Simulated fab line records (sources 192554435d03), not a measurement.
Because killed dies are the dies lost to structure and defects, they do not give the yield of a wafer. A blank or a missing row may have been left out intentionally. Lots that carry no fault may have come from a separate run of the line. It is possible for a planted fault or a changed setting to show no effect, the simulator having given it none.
fab line records | flow n5-finfet
record lots=12 | wafers=36 | last-day=18
route steps=1938 shown BEOL_M8@1400 BEOL_M9@1427
lots with no fault: from the same line, run without faults
start-h: hours from the record's opening day to when the first of the lot's shown wafers began | wait-h: hours from the lot's prior step to this one | " same as the row above | L1.1+2: a row that stands for several wafers | - value missing, or start not given | * or withheld: withheld | < > ~ a bound
route shown NAME@n: NAME is a module with steps in the file, n the number in the route of the first one | usual: the fault-free wafers' mean and standard deviation | same: alike in all rows | chamber/n: place in a boat | sites: readings site by site | _std_site: their standard deviation | _edge_site: outer sites' mean less inner sites' | radius-mm: for every site, how far away it sits from the centre of the wafer | mask NAME#n: copy n | behind: the most recent tool/chamber to have shaped the wafer | hold: what put the lot on hold/how long, in hours/how the hold closed | device: the transistor (n, p or np) that didn't switch | end of line: at the end of the route, the tests of the same wafers | a step given without rows: its recipe and nothing more | killed: not the wafer's yield, but the dies lost to structure and defects at the first sort | map: the dies of a wafer, with x for killed, . for not killed, _ for no die there
set.NAME: the setting as run; set.NAME@STEP: as run at that earlier step | model.NAME: the simulator's own value behind a step, which no gauge read
the route's steps for a sample of lots (tables are steps, rows are wafers)
services: from which hour (start-h, from the record's first day; less than 0 if before it) a tool's chamber was out of use, for how many hours, and why
## steps
# step N5_BEOL_M8_INSPECT_58
# recipe inspect-instrument=darkfield | mode=post-dep
# usual raw-defect-count=70/21
lot.wafer | tool              | chamber | start-h | wait-h | raw-defect-count
L513.1    | defect-inspect-01 | -       | 209.60  | 0.1    | 59
L513.2    | "                 | -       | "       | "      | 60
L513.3    | "                 | -       | "       | "      | 60
L514.3    | defect-inspect-02 | -       | 223.24  | 0.0    | 59
L514.4    | "                 | -       | "       | "      | 41
L514.6    | "                 | -       | "       | "      | 72
L515.4    | defect-inspect-02 | -       | 234.78  | 0.0    | 114
L515.5    | "                 | -       | "       | "      | 89
L515.6    | "                 | -       | "       | "      | 83
L516.4    | defect-inspect-02 | -       | 246.08  | 0.0    | 111
L516.5    | "                 | -       | "       | "      | 78
L516.6    | "                 | -       | "       | "      | 61
L520.1    | defect-inspect-02 | -       | 258.71  | 0.0    | 48
L520.3    | "                 | -       | "       | "      | 71
L520.5    | "                 | -       | "       | "      | 59
L522.1    | defect-inspect-02 | -       | 277.34  | 0.0    | 51
L522.3    | "                 | -       | "       | "      | 62
L522.6    | "                 | -       | "       | "      | 71
L521.2    | defect-inspect-01 | -       | 278.24  | 0.0    | 72
L521.5    | "                 | -       | "       | "      | 53
L521.6    | "                 | -       | "       | "      | 90
L525.2    | defect-inspect-02 | -       | 283.07  | 0.0    | 78
L525.3    | "                 | -       | "       | "      | 66
L525.6    | "                 | -       | "       | "      | 67
L524.3    | defect-inspect-01 | -       | 286.00  | 0.0    | 66
L524.4    | "                 | -       | "       | "      | 66
L524.5    | "                 | -       | "       | "      | 83
L531.1    | defect-inspect-02 | -       | 325.54  | 0.0    | 41
L531.3    | "                 | -       | "       | "      | 95
L531.4    | "                 | -       | "       | "      | 84
L532.1    | defect-inspect-02 | -       | 333.04  | 0.0    | 80
L532.5    | "                 | -       | "       | "      | 80
L532.6    | "                 | -       | "       | "      | 81
L535.1    | defect-inspect-01 | -       | 355.39  | 0.0    | 53
L535.2    | "                 | -       | "       | "      | 101
L535.4    | "                 | -       | "       | "      | 43
# step N5_BEOL_M9_COAT_75
# recipe resist=underlayer | temp-c=205 | time-s=60 | spin-rpm=1500 | resist-thk-nm=5
# usual dispense-pressure-kPa=49/3.3 | spin-speed-rpm=1500.1/1
lot.wafer | tool           | chamber | start-h | wait-h | dispense-pressure-kPa | spin-speed-rpm
L513.1    | litho-track-02 | 0       | 212.37  | -      | 51                    | 1499.5
L513.2    | "              | 0       | "       | "      | 51                    | 1500.9
L513.3    | "              | 0       | "       | "      | 51                    | 1499.2
L514.3    | litho-track-04 | 0       | 226.07  | -      | 44                    | 1501.1
L514.4    | "              | 0       | "       | "      | 44                    | 1501.4
L514.6    | "              | 0       | "       | "      | 44                    | 1499.7
L515.4    | litho-track-01 | 0       | 239.10  | -      | 51                    | 1503.2
L515.5    | "              | 0       | "       | "      | 51                    | 1499.7
L515.6    | "              | 0       | "       | "      | 51                    | 1499.5
L516.4    | litho-track-04 | 0       | 251.17  | -      | 44                    | 1500.7
L516.5    | "              | 0       | "       | "      | 44                    | 1499.3
L516.6    | "              | 0       | "       | "      | 44                    | 1501.3
L520.1    | litho-track-02 | 0       | 264.02  | -      | 51                    | 1501.8
L520.3    | "              | 0       | "       | "      | 51                    | 1501.0
L520.5    | "              | 0       | "       | "      | 51                    | 1499.9
L522.1    | litho-track-01 | 0       | 280.76  | -      | 51                    | 1502.1
L522.3    | "              | 0       | "       | "      | 51                    | 1499.8
L522.6    | "              | 0       | "       | "      | 51                    | 1500.9
L521.2    | litho-track-02 | 0       | 280.76  | -      | 51                    | 1499.3
L521.5    | "              | 0       | "       | "      | 51                    | 1502.1
L521.6    | "              | 0       | "       | "      | 51                    | 1500.2
L525.2    | litho-track-01 | 0       | 288.04  | -      | 51                    | 1500.9
L525.3    | "              | 0       | "       | "      | 51                    | 1498.9
L525.6    | "              | 0       | "       | "      | 51                    | 1499.8
L524.3    | litho-track-02 | 0       | 291.72  | -      | 51                    | 1498.6
L524.4    | "              | 0       | "       | "      | 51                    | 1500.6
L524.5    | "              | 0       | "       | "      | 51                    | 1497.8
L531.1    | litho-track-01 | 0       | 328.36  | -      | 51                    | 1434.1
L531.3    | "              | 0       | "       | "      | 51                    | 1431.9
L531.4    | "              | 0       | "       | "      | 51                    | 1431.6
L532.1    | litho-track-01 | 0       | 337.22  | -      | 51                    | 1432.3
L532.5    | "              | 0       | "       | "      | 51                    | 1432.1
L532.6    | "              | 0       | "       | "      | 51                    | 1434.5
L535.1    | litho-track-04 | 0       | 358.02  | -      | 44                    | 1499.7
L535.2    | "              | 0       | "       | "      | 44                    | 1499.8
L535.4    | "              | 0       | "       | "      | 44                    | 1499.8
# step N5_BEOL_M9_CD_MEAS_28
# recipe target-cd-nm=70 | landing-energy-ev=500 | detector=se-inlens | polarity=opening
# usual cd-nm=70.07/0.25
lot.wafer | tool      | chamber | start-h | wait-h | cd-nm
L513.1    | cd-sem-02 | 0       | 212.63  | -      | 69.94
L513.2    | "         | 0       | "       | "      | 70.18
L513.3    | "         | 0       | "       | "      | 69.41
L514.3    | cd-sem-01 | 0       | 226.33  | -      | 70.29
L514.4    | "         | 0       | "       | "      | 69.94
L514.6    | "         | 0       | "       | "      | 69.55
L515.4    | cd-sem-01 | 0       | 239.51  | -      | 69.91
L515.5    | "         | 0       | "       | "      | 69.66
L515.6    | "         | 0       | "       | "      | 70.02
L516.4    | cd-sem-03 | 0       | 251.47  | -      | 70.09
L516.5    | "         | 0       | "       | "      | 70.09
L516.6    | "         | 0       | "       | "      | 69.65
L520.1    | cd-sem-03 | 0       | 264.41  | -      | 70.05
L520.3    | "         | 0       | "       | "      | 69.89
L520.5    | "         | 0       | "       | "      | 70.07
L522.1    | cd-sem-01 | 0       | 281.14  | -      | 70.33
L522.3    | "         | 0       | "       | "      | 69.74
L522.6    | "         | 0       | "       | "      | 70.32
L521.2    | cd-sem-01 | 0       | 281.31  | -      | 70.41
L521.5    | "         | 0       | "       | "      | 69.97
L521.6    | "         | 0       | "       | "      | 70.21
L525.2    | cd-sem-02 | 0       | 288.31  | -      | 70.07
L525.3    | "         | 0       | "       | "      | 70.19
L525.6    | "         | 0       | "       | "      | 70.44
L524.3    | cd-sem-02 | 0       | 291.99  | -      | 69.81
L524.4    | "         | 0       | "       | "      | 70.28
L524.5    | "         | 0       | "       | "      | 70.41
L531.1    | cd-sem-03 | 0       | 328.75  | -      | 70.40
L531.3    | "         | 0       | "       | "      | 70.30
L531.4    | "         | 0       | "       | "      | 70.23
L532.1    | cd-sem-01 | 0       | 337.61  | -      | 70.48
L532.5    | "         | 0       | "       | "      | 69.87
L532.6    | "         | 0       | "       | "      | 70.17
L535.1    | cd-sem-03 | 0       | 358.40  | -      | 70.21
L535.2    | "         | 0       | "       | "      | 69.95
L535.4    | "         | 0       | "       | "      | 69.90
# step N5_BEOL_M9_INSPECT_30
# recipe mode=adi | inspect-instrument=brightfield
# usual raw-defect-count=413/77
lot.wafer | tool              | chamber | start-h | wait-h | raw-defect-count
L513.1    | defect-inspect-01 | -       | 212.72  | 0.1    | 385
L513.2    | "                 | -       | "       | "      | 311
L513.3    | "                 | -       | "       | "      | 380
L514.3    | defect-inspect-01 | -       | 226.42  | 0.0    | 381
L514.4    | "                 | -       | "       | "      | 481
L514.6    | "                 | -       | "       | "      | 400
L515.4    | defect-inspect-02 | -       | 239.60  | 0.0    | 473
L515.5    | "                 | -       | "       | "      | 405
L515.6    | "                 | -       | "       | "      | 351
L516.4    | defect-inspect-02 | -       | 251.56  | 0.0    | 429
L516.5    | "                 | -       | "       | "      | 366
L516.6    | "                 | -       | "       | "      | 353
L520.1    | defect-inspect-02 | -       | 264.50  | 0.1    | 461
L520.3    | "                 | -       | "       | "      | 535
L520.5    | "                 | -       | "       | "      | 379
L522.1    | defect-inspect-02 | -       | 281.23  | 0.1    | 342
L522.3    | "                 | -       | "       | "      | 403
L522.6    | "                 | -       | "       | "      | 451
L521.2    | defect-inspect-02 | -       | 281.40  | 0.0    | 515
L521.5    | "                 | -       | "       | "      | 295
L521.6    | "                 | -       | "       | "      | 407
L525.2    | defect-inspect-02 | -       | 288.39  | 0.0    | 400
L525.3    | "                 | -       | "       | "      | 343
L525.6    | "                 | -       | "       | "      | 415
L524.3    | defect-inspect-02 | -       | 292.07  | 0.0    | 388
L524.4    | "                 | -       | "       | "      | 394
L524.5    | "                 | -       | "       | "      | 325
L531.1    | defect-inspect-02 | -       | 328.83  | 0.1    | 325
L531.3    | "                 | -       | "       | "      | 341
L531.4    | "                 | -       | "       | "      | 446
L532.1    | defect-inspect-02 | -       | 337.69  | 0.1    | 351
L532.5    | "                 | -       | "       | "      | 357
L532.6    | "                 | -       | "       | "      | 451
L535.1    | defect-inspect-02 | -       | 358.49  | 0.1    | 459
L535.2    | "                 | -       | "       | "      | 443
L535.4    | "                 | -       | "       | "      | 383
## services
tool           | chamber | start-h | hours | kind
litho-track-02 | -       | 247.41  | -     | consumable-replace:filter
litho-track-01 | -       | 328.35  | -     | consumable-replace:filter
## key
first-sign step=N5_BEOL_M9_COAT_75 | reading=spin-speed-rpm | direction=down | sigmas=67 | usual=* | struck=*
effect none on later readings
met-at N5_BEOL_M9_COAT_75
struck-lots L531,L532
not-acting-at N5_BEOL_M8_INSPECT_58,N5_BEOL_M9_CD_MEAS_28,N5_BEOL_M9_INSPECT_30
onset-between 288.04 328.36
fault kind=process-parameter-drift | tool=litho-track-01 | chamber=- | onset-h=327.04 | steps=N5_BEOL_M9_COAT_75 | channel=spin-rpm | offset=* | shape=step | end-h=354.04 | acts-in=* | stated=*
